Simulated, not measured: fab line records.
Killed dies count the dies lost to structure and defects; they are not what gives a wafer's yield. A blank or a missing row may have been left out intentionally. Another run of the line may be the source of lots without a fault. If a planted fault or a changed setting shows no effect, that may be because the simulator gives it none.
A lot that was struck, set against a sound lot | flow nandHarc | 15 out of 1302 route steps
Sound: wafers L373.2, L373.3, L373.6. Struck: wafers L366.1, L366.3, L366.5. The cause is given at the end.
Order at every step that has rows: each side's tool, ch and its chambers, its first start. Under that, the readings that differ: sound wafers | struck wafers | difference of the means | sigmas: that difference in standard deviations of wafers without a fault.
alike: words and numbers the same on both sides, and readings whose means are apart by under 2 such deviations; not compared: readings that were withheld, readings missing a value for some wafer, numbers with overlapping values and no deviation given by the record, and bounds like >300 which may hide the same value.
A row with sigmas, a row that says differs or no value, or rows on one side alone: a step with any of these is where the two part. Non-overlapping numbers with no deviation appear without sigmas and do not part them. Lack of a reading on every wafer of one side parts them only where that side has two or more wafers.

NHARC_P_ZERO_WELL_CD_MEAS_24: target cd 720 nm.
  sound on cdSem-02 ch 0, day 9 20:37; struck on cdSem-02 ch 0, day 6 23:11
  alike: cdNm
then, 1 step without rows for these wafers: NHARC_P_ZERO_WELL_HARDBAKE_25 (time 80 s).
NHARC_P_ZERO_WELL_DESCUM_26: chemistry O2, time 3 s.
  sound on rieDiel-10 ch 0,3, day 9 20:46; struck on rieDiel-06 ch 0,1,3, day 6 23:29
  alike: drypumpMotorCurrentA, oesProductAu, rfVppV, showerheadPlenumPTorr, throttleValvePct
  not compared: rfHoursCounterH
then, 9 steps without rows for these wafers: NHARC_P_ZERO_WELL_IMPLANT_27; NHARC_P_ZERO_WELL_IMPLANT_57; NHARC_P_ZERO_WELL_IMPLANT_58; NHARC_P_ZERO_WELL_STRIP_28 (strips in SPM, time 840 s); NHARC_P_ZERO_WELL_DEHYDRATE_29 (time 120 s); NHARC_P_ZERO_WELL_HMDS_30 (time 30 s); NHARC_P_ZERO_WELL_COAT_31; NHARC_P_ZERO_WELL_SOFTBAKE_32 (time 95 s); NHARC_P_ZERO_WELL_EBR_33.
NHARC_P_ZERO_WELL_EXPOSE_34: exposes mask P PWELL, target cd 720 nm.
  sound on krfScanner-02 ch 0, day 9 21:59; struck on krfScanner-01 ch 0, day 7 00:48
reading                           | sound             | struck               | difference | sigmas
model.P_ZERO_WELL.overlayXNm (nm) | 8.536 8.536 8.536 | -62.99 -62.99 -62.99 | -71.53     | 
  alike: mask, focusOffsetNm
then, 1 step without rows for these wafers: NHARC_P_ZERO_WELL_PEB_35 (peb time 85 s).
-- record jumps: 22 days between struck wafers' starts before vs after; left off in module P_ZERO_WELL, resumes in module END, first step shown is number 1302 of the route --
NHARC_END_SORT_01:
  at this point the record logs the struck wafers (prober-01 ch 0, day 29 10:22) and has no rows for the sound ones

WHERE THEY PART
Within this record, at NHARC_END_SORT_01 only.

WHY: whatever the simulator had introduced
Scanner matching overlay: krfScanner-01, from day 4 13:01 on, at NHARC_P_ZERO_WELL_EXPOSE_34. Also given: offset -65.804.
